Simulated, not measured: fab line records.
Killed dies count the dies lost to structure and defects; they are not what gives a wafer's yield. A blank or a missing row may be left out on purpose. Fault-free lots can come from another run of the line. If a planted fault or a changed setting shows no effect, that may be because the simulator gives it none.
Chamber matching | flow n5_finfet | 4 sister chambers for N5_SDB_CMP_30 on cmp-03
The step polishes, stops on poly-Si, t overpolish 1.54 s, target thk 30 nm. 20 wafers are shown with their chamber, then 10 later ones without.

== WAFERS WITH THEIR CHAMBER ==
wafer  | chamber | motor_current_A (A) | time_to_endpoint_s (s) | overpolish_run_s (s)
L075.4 | 2       | 12.8                | 15.1                   | 1.534
L075.5 | 0       | 12.2                | 17.2                   | 1.542
L075.6 | 3       | 15.6                | 15.9                   | 1.541
L077.1 | 1       | 11.4                | 23.4                   | 1.557
L077.2 | 2       | 12.7                | 21.6                   | 1.556
L077.4 | 3       | 14.6                | 20.2                   | 1.540
L078.1 | 0       | 11.6                | 22.2                   | 1.561
L078.4 | 1       | 10.7                | 22.8                   | 1.551
L078.6 | 0       | 11.6                | 22.5                   | 1.533
L079.1 | 3       | 15.5                | 19.8                   | 1.538
L079.3 | 0       | 12.4                | 18.9                   | 1.533
L079.6 | 1       | 11.0                | 20.6                   | 1.536
L087.1 | 1       | 11.6                | 19.6                   | 1.545
L087.5 | 2       | 11.9                | 16.7                   | 1.537
L087.6 | 1       | 11.1                | 19.3                   | 1.544
L088.1 | 3       | 15.4                | 14.8                   | 1.524
L088.3 | 2       | 12.7                | 16.2                   | 1.535
L088.4 | 0       | 12.3                | 19.0                   | 1.526
L092.1 | 2       | 12.4                | 20.3                   | 1.544
L092.2 | 3       | 14.9                | 20.6                   | 1.539

SIGNATURES, as means of the wafers listed above
reading            | chamber 0 | chamber 1 | chamber 2 | chamber 3 | scatter within a chamber
motor_current_A    | 12.020    | 11.160    | 12.500    | 15.200    | 0.386
time_to_endpoint_s | 19.960    | 21.140    | 17.980    | 18.260    | 2.45
overpolish_run_s   | 1.53900   | 1.54660   | 1.54120   | 1.53640   | 0.00973
Rule: for a wafer and a chamber, the distance is found by dividing, reading by reading, the gap between the wafer's reading and the chamber's mean by the reading's scatter, squaring, summing and taking the root. If the next closest chamber is less than 2 further off than the closest, the wafer can't be placed; otherwise it belongs to the closest. The scatter is the square root of a quotient: the sum, over the shown wafers, of each reading's squared deviation from its chamber's mean, divided by wafers minus chambers.

== WAFERS WITH NO CHAMBER GIVEN ==
wafer  | motor_current_A (A) | time_to_endpoint_s (s) | overpolish_run_s (s)
L092.3 | 11.1                | 22.7                   | 1.549
L095.2 | 12.5                | 16.3                   | 1.534
L095.3 | 10.8                | 19.8                   | 1.526
L095.4 | 12.2                | 20.4                   | 1.533
L096.2 | 12.4                | 20.0                   | 1.551
L096.4 | 12.4                | 19.9                   | 1.534
L096.6 | 12.5                | 20.2                   | 1.530
L097.3 | 11.4                | 21.2                   | 1.540
L097.5 | 14.8                | 19.5                   | 1.549
L097.6 | 12.3                | 20.0                   | 1.530

== WHICH CHAMBER EACH ONE RAN IN ==
wafer  | from the rows above          | in truth
L092.3 | 1                            | 1
L095.2 | can't be placed: 2 or 0      | 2
L095.3 | can't be placed: 1 or 0      | 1
L095.4 | can't be placed: 0 or 2      | 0
L096.2 | can't be placed: 2 or 0 or 1 | 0
L096.4 | can't be placed: 2 or 0      | 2
L096.6 | can't be placed: 2 or 0      | 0
L097.3 | can't be placed: 1 or 0      | 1
L097.5 | 3                            | 3
L097.6 | can't be placed: 0 or 2      | 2
Correct placement for 2 of the 10. Not placeable from these rows: 8 (in 8, the candidates include the true chamber). Placed wrongly: 0.
